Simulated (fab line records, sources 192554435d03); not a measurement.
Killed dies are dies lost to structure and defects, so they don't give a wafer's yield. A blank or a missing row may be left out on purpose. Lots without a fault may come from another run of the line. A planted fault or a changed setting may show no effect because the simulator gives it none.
Chamber matching | flow n5_finfet | N5_BEOL_M8_STRIP_36 on rie_diel-01: 4 sister chambers
The step strips in N2/H2. 16 wafers are shown with their chamber, then 8 later ones without.

WAFERS WITH THEIR CHAMBER
wafer  | chamber | drypump_motor_current_A (A) | showerhead_plenum_p_Torr (Torr) | throttle_valve_pct (%)
L079.3 | 3       | 5.13                        | 2.69                            | 23.4
L079.4 | 1       | 5.94                        | 2.64                            | 23.3
L079.6 | 0       | 6.21                        | 2.52                            | 23.6
L082.2 | 0       | 6.25                        | 2.52                            | 23.6
L082.4 | 2       | 6.21                        | 2.57                            | 23.5
L082.6 | 1       | 5.97                        | 2.64                            | 23.3
L083.1 | 0       | 6.22                        | 2.52                            | 23.6
L083.2 | 1       | 5.94                        | 2.64                            | 23.3
L083.3 | 3       | 5.12                        | 2.69                            | 23.4
L083.4 | 2       | 6.18                        | 2.57                            | 23.6
L083.5 | 1       | 5.94                        | 2.64                            | 23.3
L083.6 | 0       | 6.22                        | 2.52                            | 23.6
L085.1 | 0       | 6.22                        | 2.51                            | 23.6
L085.2 | 2       | 6.18                        | 2.56                            | 23.6
L085.3 | 1       | 5.94                        | 2.64                            | 23.3
L085.4 | 2       | 6.18                        | 2.56                            | 23.6

SIGNATURES (means of the wafers above)
reading                  | chamber 0 | chamber 1 | chamber 2 | chamber 3 | scatter within a chamber
drypump_motor_current_A  | 6.2240    | 5.9460    | 6.1875    | 5.1250    | 0.014
showerhead_plenum_p_Torr | 2.5180    | 2.6400    | 2.5650    | 2.6900    | 0.00387
throttle_valve_pct       | 23.600    | 23.300    | 23.575    | 23.400    | 0.025
Rule: a wafer's distance from a chamber is the root of the sum, over the readings, of the square of ((its reading less the chamber's mean) divided by the reading's scatter). The wafer belongs to the nearest chamber; if the next one is less than 2 further off, it can't be placed. The scatter: the root of (the sum of the squares of (reading less its chamber's mean) over the shown wafers, divided by (wafers less chambers)).

WAFERS WITHOUT THEIR CHAMBER
wafer  | drypump_motor_current_A (A) | showerhead_plenum_p_Torr (Torr) | throttle_valve_pct (%)
L085.5 | 5.94                        | 2.64                            | 23.3
L085.6 | 6.22                        | 2.51                            | 23.6
L091.2 | 6.20                        | 2.56                            | 23.6
L091.4 | 6.21                        | 2.51                            | 23.6
L091.6 | 5.93                        | 2.63                            | 23.3
L092.2 | 6.18                        | 2.56                            | 23.6
L092.5 | 5.12                        | 2.68                            | 23.4
L092.6 | 6.20                        | 2.56                            | 23.6

WHICH CHAMBER EACH WENT THROUGH
wafer  | from the rows above | in truth
L085.5 | 1                   | 1
L085.6 | 0                   | 0
L091.2 | 2                   | 2
L091.4 | 0                   | 0
L091.6 | 1                   | 1
L092.2 | 2                   | 2
L092.5 | 3                   | 3
L092.6 | 2                   | 2
Placed correctly: 8 of 8. Can't be placed from these rows: 0. Placed wrongly: 0.
